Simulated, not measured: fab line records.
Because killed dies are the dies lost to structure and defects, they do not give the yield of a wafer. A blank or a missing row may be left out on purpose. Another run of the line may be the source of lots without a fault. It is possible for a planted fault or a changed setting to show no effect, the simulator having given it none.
Which tool did it?	flow n5-finfet	Sampling: 22 lots, 66 wafers, 4 of 1938 route steps

WHAT EACH GAUGE READ, for each wafer
N5_MOL_CONTACT_COAG_CD_MEAS_99: target cd 17.2 nm. Usual: cd-nm 17.3 nm, standard deviation 0.42.
lot	measured	on	cd-nm (nm)	flag
L074	day 4 18:31	cd-sem-03	18.0 17.7 16.9	
L075	day 4 21:01	cd-sem-01	17.4 17.3 17.2	
L076	day 5 03:24	cd-sem-02	17.6 17.1 18.2	
L077	day 5 10:11	cd-sem-03	17.7 17.9 17.4	
L078	day 5 16:37	cd-sem-03	17.8 17.5 17.5	
L079	day 5 22:55	cd-sem-03	17.1 17.8 17.0	
L080	day 6 07:29	cd-sem-02	17.4 17.1 17.3	
L081	day 6 09:58	cd-sem-01	17.7 17.1 17.6	
L082	day 6 14:36	cd-sem-02	17.3 16.6 16.9	
L083	day 6 19:50	cd-sem-03	17.2 17.6 17.4	
L084	day 7 04:04	cd-sem-03	17.7 17.1 17.4	
L085	day 7 13:00	cd-sem-01	17.5 18.0 17.3	
L086	day 7 20:40	cd-sem-03	17.6 17.3 17.4	
L088	day 8 05:56	cd-sem-02	17.3 17.4 16.7	
L089	day 8 18:41	cd-sem-03	16.6 17.6 17.1	
L090	day 9 01:25	cd-sem-01	16.6 16.8 16.5	
L092	day 9 09:27	cd-sem-01	17.0 17.5 17.7	
L093	day 9 12:05	cd-sem-02	16.8 16.8 17.0	
L094	day 9 20:50	cd-sem-02	17.5 17.4 17.1	
L095	day 9 23:14	cd-sem-01	18.0 17.8 16.7	
L096	day 10 10:51	cd-sem-02	17.0 17.4 17.3	
L097	day 10 11:40	cd-sem-01	17.5 17.3 17.6	

N5_MOL_CONTACT_COAG_CD_MEAS_40: target cd 25.1 nm. Usual: cd-nm 25.16 nm, standard deviation 0.26.
lot	measured	on	cd-nm (nm)	flag
L074	day 5 06:40	cd-sem-03	25.42 25.47 25.38	
L075	day 5 09:14	cd-sem-01	25.56 25.69 25.32	
L076	day 5 13:05	cd-sem-01	24.96 25.32 24.56	
L077	day 6 00:01	cd-sem-03	25.04 25.08 25.15	
L078	day 6 06:59	cd-sem-02	25.09 25.55 25.35	
L079	day 6 10:38	cd-sem-03	25.29 25.15 24.79	
L080	day 6 17:49	cd-sem-02	25.20 24.67 25.21	
L081	day 6 23:31	cd-sem-02	25.20 25.33 25.21	
L082	day 7 03:01	cd-sem-03	24.88 25.33 25.21	
L083	day 7 06:16	cd-sem-02	25.45 25.05 25.07	
L084	day 7 15:02	cd-sem-03	25.49 25.30 25.46	
L085	day 7 23:37	cd-sem-03	25.10 24.92 24.95	
L086	day 8 10:17	cd-sem-03	24.73 24.66 24.86	
L088	day 8 18:35	cd-sem-02	24.82 24.83 25.21	
L089	day 9 06:28	cd-sem-01	25.23 24.75 25.36	
L090	day 9 12:48	cd-sem-02	25.21 25.36 25.37	
L092	day 9 22:52	cd-sem-02	25.18 25.30 24.86	
L093	day 10 02:37	cd-sem-03	25.45 25.35 25.09	
L094	day 10 06:28	cd-sem-01	25.51 25.00 24.94	
L095	day 10 10:22	cd-sem-03	25.10 24.77 25.77	
L096	day 10 21:26	cd-sem-03	25.24 25.26 24.89	
L097	day 11 00:56	cd-sem-01	25.42 24.78 24.95	

TOOL THAT RAN EACH LOT (tool first, then ch and the chambers of the sampled wafers, then the start)
lot	N5_MOL_CONTACT_COAG_ALD_20	N5_MOL_CONTACT_COAG_ETCH_89
L074	ald-metal-02 ch 1,3, day 4 19:07	rie-diel-01 ch 1,2, day 5 05:27
L075	ald-metal-01 ch 0,1,2, day 4 21:37	rie-diel-05 ch 0,3, day 5 07:59
L076	ald-metal-01 ch 1,2, day 5 03:59	rie-diel-01 ch 0,1, day 5 11:26
L077	ald-metal-02 ch 0,1,2, day 5 14:12	rie-diel-04 ch 1,2,3, day 5 22:55
L078	ald-metal-02 ch 0,2,3, day 5 18:02	rie-diel-05 ch 1,2,3, day 6 05:54
L079	ald-metal-02 ch 1,2, day 6 01:35	rie-diel-01 ch 0,1,2, day 6 09:33
L080	ald-metal-02 ch 1,3, day 6 08:26	rie-diel-01 ch 0,1,2, day 6 16:36
L081	ald-metal-01 ch 0,1,2, day 6 10:47	rie-diel-01 ch 1,2,3, day 6 22:19
L082	ald-metal-01 ch 0,1,3, day 6 17:46	rie-diel-05 ch 0,1,2, day 7 01:39
L083	ald-metal-02 ch 0,2,3, day 6 21:25	rie-diel-04 ch 2,3, day 7 05:04
L084	ald-metal-04 ch 0,1,3, day 7 04:43	rie-diel-05 ch 1,2,3, day 7 13:50
L085	ald-metal-04 ch 1,2,3, day 7 13:44	rie-diel-01 ch 0,1,2, day 7 22:32
L086	ald-metal-04 ch 1,3, day 7 21:41	rie-diel-05 ch 0,2, day 8 09:04
L088	ald-metal-04 ch 0,1, day 8 06:30	rie-diel-05 ch 1,2,3, day 8 17:19
L089	ald-metal-02 ch 0,2,3, day 8 19:49	rie-diel-05 ch 0,1, day 9 05:22
L090	ald-metal-02 ch 0,2,3, day 9 02:02	rie-diel-01 ch 0,2, day 9 11:35
L092	ald-metal-02 ch 0,2,3, day 9 10:17	rie-diel-04 ch 0,3, day 9 21:47
L093	ald-metal-02 ch 0,1,3, day 9 13:12	rie-diel-04 ch 0,1, day 10 01:32
L094	ald-metal-04 ch 0,3, day 9 21:27	rie-diel-01 ch 0,1, day 10 05:15
L095	ald-metal-02 ch 1,3, day 10 00:26	rie-diel-04 ch 0,1,3, day 10 09:00
L096	ald-metal-01 ch 0,1,2, day 10 11:34	rie-diel-05 ch 1,2, day 10 20:21
L097	ald-metal-02 ch 2,3, day 10 13:54	rie-diel-05 ch 2,3, day 10 23:34
- N5_MOL_CONTACT_COAG_ALD_20: deposits TiN, target thk 1.5 nm, pulse time 1 s, purge time 3 s.
- N5_MOL_CONTACT_COAG_ETCH_89: etches underlayer in N2/H2, target depth 13 nm, time 10.4 s.

AS READ BY THE TOOLS THEMSELVES (means over the sampled wafers that have a number; for cases with no such wafer, the mark the record gives instead)
N5_MOL_CONTACT_COAG_ALD_20. Usual: chamber-pressure-Torr 3.000 Torr, standard deviation 0.0068; heater-power-outer-w 579 W, standard deviation 79; heater-power-w 939 W, standard deviation 120; precursor-pulse-height-rel 0.998, standard deviation 0.021.
lot	tool	chamber-pressure-Torr (Torr)	heater-power-outer-w (W)	heater-power-w (W)	precursor-pulse-height-rel	flag
L074	ald-metal-02	3.004	615	989	0.994	
L075	ald-metal-01	2.995	581	915	0.997	
L076	ald-metal-01	3.003	594	960	0.999	
L077	ald-metal-02	2.999	573	923	0.994	
L078	ald-metal-02	3.000	588	938	1.001	
L079	ald-metal-02	2.995	564	905	0.992	
L080	ald-metal-02	3.010	616	979	0.990	
L081	ald-metal-01	3.003	581	901	1.012	
L082	ald-metal-01	2.999	557	864	0.994	
L083	ald-metal-02	3.002	588	959	1.019	
L084	ald-metal-04	2.995	552	917	1.002	
L085	ald-metal-04	3.000	545	961	0.976	
L086	ald-metal-04	2.993	514	867	0.977	
L088	ald-metal-04	3.009	603	974	0.998	
L089	ald-metal-02	3.002	579	934	0.995	
L090	ald-metal-02	2.997	588	934	1.026	
L092	ald-metal-02	3.000	578	958	0.989	
L093	ald-metal-02	3.003	629	998	1.015	
L094	ald-metal-04	3.001	567	954	0.999	
L095	ald-metal-02	3.002	632	1002	1.003	
L096	ald-metal-01	2.996	574	930	0.997	
L097	ald-metal-02	3.007	543	869	0.985	

N5_MOL_CONTACT_COAG_ETCH_89. Usual: drypump-motor-current-A 5.5 A (standard deviation 0.39); etch-rf-on-time-s 10.5 s (standard deviation 0.38); h2-flow-sccm 200.0 sccm (standard deviation 0.63); oes-product-au 0.67 a.u. (standard deviation 0.074); rf-vpp-V 523.1 V (standard deviation 2.9); showerhead-plenum-p-Torr 2.52 Torr (standard deviation 0.098); throttle-valve-pct 17.85 % (standard deviation 0.28).
lot	tool	drypump-motor-current-A (A)	etch-rf-on-time-s (s)	h2-flow-sccm (sccm)	oes-product-au (a.u.)	rf-vpp-V (V)	showerhead-plenum-p-Torr (Torr)	throttle-valve-pct (%)	flag
L074	rie-diel-01	5.3	10.2	200.9	0.73	525.5	2.56	17.65	
L075	rie-diel-05	4.9	10.1	200.1	0.62	522.3	2.51	17.95	
L076	rie-diel-01	5.7	10.7	199.9	0.76	522.6	2.50	17.63	
L077	rie-diel-04	5.5	10.7	200.1	0.59	524.1	2.55	17.97	
L078	rie-diel-05	5.4	10.4	200.1	0.67	522.0	2.48	17.91	
L079	rie-diel-01	5.5	10.4	200.0	0.74	523.4	2.53	17.65	
L080	rie-diel-01	5.5	10.4	200.0	0.73	523.4	2.53	17.66	
L081	rie-diel-01	5.5	10.5	199.9	0.66	525.6	2.58	17.82	
L082	rie-diel-05	5.4	10.5	199.9	0.66	519.6	2.43	18.03	
L083	rie-diel-04	5.5	10.6	199.9	0.59	526.1	2.60	17.97	
L084	rie-diel-05	5.4	10.6	199.5	0.65	522.4	2.48	17.92	
L085	rie-diel-01	5.5	10.3	200.3	0.72	523.6	2.52	17.68	
L086	rie-diel-05	5.1	10.3	198.3	0.63	520.1	2.41	18.18	
L088	rie-diel-05	5.4	10.4	200.5	0.65	521.6	2.48	17.94	
L089	rie-diel-05	5.1	10.7	199.2	0.62	520.1	2.45	17.96	
L090	rie-diel-01	5.8	10.6	200.7	0.73	522.7	2.49	17.58	
L092	rie-diel-04	5.7	10.4	199.4	0.76	525.3	2.60	17.47	
L093	rie-diel-04	5.9	10.7	200.5	0.77	526.4	2.64	17.58	
L094	rie-diel-01	5.7	10.7	200.1	0.70	522.3	2.48	17.70	
L095	rie-diel-04	5.6	10.3	199.8	0.78	525.9	2.64	17.55	
L096	rie-diel-05	5.7	10.5	199.8	0.65	519.0	2.39	18.17	
L097	rie-diel-05	5.2	10.1	199.7	0.61	523.0	2.52	18.00	

THE ANSWER, worked out from the rows above alone
Rule: take the mean of a lot's wafers that have a number; if it is more than 3 standard deviations from the usual mean, the lot is off. Also off: a lot with no number at a reading for which 4 or more lots have one. Where the step has rows for the other lots, those lots are counted as sound. The gauges are gone through in route order, then the tools' own readings, and for those a lot's mean is taken as printed above. The first step at which some lot is off is used, and at that step the reading that is off furthest; a lot without a number counts as furthest.
Across all readings shown, no lot is off: no conclusion can be drawn from this.

WHAT THE SIMULATOR HAD PUT IN
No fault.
